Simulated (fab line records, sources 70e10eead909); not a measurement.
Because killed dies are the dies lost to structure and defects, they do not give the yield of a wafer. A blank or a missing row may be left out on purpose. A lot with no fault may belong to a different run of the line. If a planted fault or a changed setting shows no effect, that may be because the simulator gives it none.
Chamber matching	flow nand_harc	NHARC_A_CHANNEL_FILL_D1_ALD_25 on ald_hk-02: 4 sister chambers
The step deposits SiOx, target thk 60 nm, pulse time 10 s, ald cycles 600. 4 wafers are shown with their chamber, then 8 later ones without.

## WAFERS, EACH WITH ITS CHAMBER
wafer	chamber	heater_power_w (W)
L080.5	3	472
L082.4	1	412
L082.5	0	498
L086.1	2	505

## WAFERS WITHOUT THEIR CHAMBER
wafer	heater_power_w (W)
L086.5	516
L086.6	438
L089.3	515
L089.4	425
L089.5	501
L093.3	484
L093.4	512
L093.6	493

## EACH ONE'S CHAMBER
wafer	from the rows above	in truth
L086.5	can't be placed: 2 or 0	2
L086.6	can't be placed: 1 or 3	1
L089.3	can't be placed: 2 or 0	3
L089.4	1	1
L089.5	can't be placed: 0 or 2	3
L093.3	can't be placed: 3 or 0 or 2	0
L093.4	can't be placed: 2 or 0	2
L093.6	can't be placed: 0 or 2 or 3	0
Placed correctly: 1 of 8. Cannot be placed on the basis of these rows: 7; the candidates contain the true chamber in 5. Placed wrongly: 0.
How it was worked out, from the rows above alone: a wafer's distance from a chamber is the root of the sum, over the readings, of the square of ((its reading less the chamber's mean) divided by the reading's scatter). If the next closest chamber is less than 2 further off than the closest, the wafer can't be placed; otherwise it belongs to the closest. A chamber's mean is the mean of its shown wafers. The scatter: with one shown wafer a chamber, the root of the mean of the squares of how far each hidden wafer lies from its nearest shown one.
